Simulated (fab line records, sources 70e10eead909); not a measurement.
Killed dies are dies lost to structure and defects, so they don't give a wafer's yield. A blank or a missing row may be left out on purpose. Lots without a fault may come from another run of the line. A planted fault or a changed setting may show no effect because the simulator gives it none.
A struck lot beside a sound one | flow nand_harc | 13 steps out of a route of 1159
Sound: wafers L375.4, L375.5, L375.6. Struck: wafers L362.2, L362.3, L362.4. The cause comes at the end.
At each step with rows: each side's tool, then ch and its chambers, then its first start. Under that, the readings that differ: sound wafers | struck wafers | difference of the means | sigmas: that difference in standard deviations of wafers without a fault.
alike: readings whose means differ by less than 2 such deviations, and words and numbers that are the same on both sides. not compared: withheld readings, readings that some wafer has no value for, bounds like >300 that may hide the same value, and numbers for which the record gives no deviation and whose values overlap.
The two part at a step that has a row with sigmas, a row that says differs or no value, or rows on one side only. Numbers that don't overlap but have no deviation are shown without sigmas and don't part them. A reading that every wafer of one side lacks parts them only if that side has two wafers or more.

NHARC_A_WL_FILL_STRIP_27: strips in N2/H2, time 20 s.
  sound on plasma_asher-01 ch 0,1, day 20 08:17; struck on plasma_asher-01 ch 0,1, day 17 09:04
  alike: drypump_motor_current_A, heater_power_w
  not compared: rf_hours_counter_h
then, 4 steps without rows for these wafers: NHARC_A_WL_FILL_STRIP_28 (strips in post etch residue remover, time 1200 s); NHARC_A_WL_FILL_PRECLEAN_06 (cleans in DIW, time 300 s); NHARC_A_WL_FILL_SRD_07; NHARC_A_WL_FILL_ANNEAL_08 (time 1800 s).
NHARC_A_WL_FILL_ALD_10: deposits SiO2, target thk 50 nm, pulse time 10 s, ald cycles 500.
  sound on ald_hk-01 ch 1,2,3, day 20 13:05; struck on ald_hk-02 ch 1,2,3, day 17 12:33
  alike: heater_power_w, precursor_pulse_height_rel
NHARC_A_WL_FILL_ETCHBACK_16: etches the open film in C4F8/O2/Ar, target depth 88 nm, time 17.6 s.
  sound on rie_diel-13 ch 1,2; struck on rie_diel-08 ch 1,2,3
  alike: oes_product_au, rf_vpp_V
  not compared: rf_hours_counter_h
then, 1 step without rows for these wafers: NHARC_A_WL_FILL_STRIP_29 (strips in O2, time 20 s).
NHARC_A_WL_FILL_ETCHBACK_17: etches the open film in Cl2/BCl3, target depth 4 nm, time 26.7 s.
  sound on rie_metal-02 ch 0,1, day 20 16:56; struck on rie_metal-02 ch 0,1, day 17 17:22
  alike: drypump_motor_current_A, oes_product_au
  not compared: rf_hours_counter_h
then, 2 steps without rows for these wafers: NHARC_A_WL_FILL_PRECLEAN_18 (cleans in dHF, time 30 s); NHARC_A_WL_FILL_SRD_21.
NHARC_A_WL_FILL_CVD_23: deposits poly-Si, target thk 40 nm, time 800 s.
  sound on lpcvd_poly-01 ch 0, day 20 19:35; struck on lpcvd_poly-01, day 17 20:11
  no value came back on the struck wafers for any of 5 readings (pressure_mtorr (mTorr), run_length_s (s) and others); on the sound wafers pressure_mtorr (mTorr) reads 199.6 199.6 200.1
NHARC_A_WL_FILL_ETCHBACK_26: etches the open film in HBr, target depth 52 nm, time 13.3 s.
  sound on rie_si-02 ch 1,2,3, day 20 22:12; struck on rie_si-02 ch 0,2,3, day 17 22:46
  alike: drypump_motor_current_A, oes_product_au, throttle_valve_pct
  not compared: rf_hours_counter_h

WHERE THEY PART
Only at NHARC_A_WL_FILL_CVD_23, within this record. Later steps at which nothing parts them and some readings are alike: NHARC_A_WL_FILL_ETCHBACK_26.

WHY: what the simulator had put in
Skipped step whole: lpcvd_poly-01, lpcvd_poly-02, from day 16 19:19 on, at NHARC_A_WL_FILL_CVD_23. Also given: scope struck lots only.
